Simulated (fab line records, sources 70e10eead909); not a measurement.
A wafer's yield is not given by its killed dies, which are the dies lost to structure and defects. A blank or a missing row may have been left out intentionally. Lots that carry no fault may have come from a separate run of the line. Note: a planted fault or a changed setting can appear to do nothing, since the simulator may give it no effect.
Matching of chambers :: flow nand-harc :: 4 sister chambers for NHARC_A_CONTACT_ETCH_102 on rie-diel-05
The step etches the open film in CF4/O2, target depth 70 nm, overetch 7 nm, time 38.5 s. 4 wafers are shown with their chamber, then 10 later ones without.

## WAFERS WITH THEIR CHAMBER
wafer: L092.2
chamber: 3
drypump-motor-current-A (A): 5.7

wafer: L092.6
chamber: 2
drypump-motor-current-A (A): 6.6

wafer: L091.1
chamber: 0
drypump-motor-current-A (A): 5.9

wafer: L091.2
chamber: 1
drypump-motor-current-A (A): 5.2

## WAFERS WITHOUT THEIR CHAMBER
wafer: L091.6
drypump-motor-current-A (A): 5.9

wafer: L090.2
drypump-motor-current-A (A): 6.7

wafer: L090.4
drypump-motor-current-A (A): 5.8

wafer: L090.6
drypump-motor-current-A (A): 5.2

wafer: L095.1
drypump-motor-current-A (A): 5.9

wafer: L095.4
drypump-motor-current-A (A): 6.7

wafer: L095.6
drypump-motor-current-A (A): 5.9

wafer: L096.3
drypump-motor-current-A (A): 5.2

wafer: L096.4
drypump-motor-current-A (A): 5.7

wafer: L096.5
drypump-motor-current-A (A): 5.2

## EACH ONE'S CHAMBER
wafer: L091.6
from the rows above: 0
in truth: 0

wafer: L090.2
from the rows above: 2
in truth: 2

wafer: L090.4
from the rows above: can't be placed: 3 or 0
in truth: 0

wafer: L090.6
from the rows above: 1
in truth: 1

wafer: L095.1
from the rows above: 0
in truth: 0

wafer: L095.4
from the rows above: 2
in truth: 2

wafer: L095.6
from the rows above: 0
in truth: 0

wafer: L096.3
from the rows above: 1
in truth: 1

wafer: L096.4
from the rows above: 3
in truth: 3

wafer: L096.5
from the rows above: 1
in truth: 1
Placed correctly: 9 of 10. From these rows, 1 cannot be placed; in 1 the true chamber is one of the candidates. Placed wrongly: 0.
How it was worked out, from the rows above alone: a wafer's distance from a chamber is the root of the sum, over the readings, of the square of ((its reading less the chamber's mean) divided by the reading's scatter). The wafer belongs to the nearest chamber; if the next one is less than 2 further off, it can't be placed. Each chamber's mean is taken over the wafers shown for it. The scatter (one wafer shown for each chamber): square how far every hidden wafer sits from the nearest shown wafer, average those squares and take the square root.
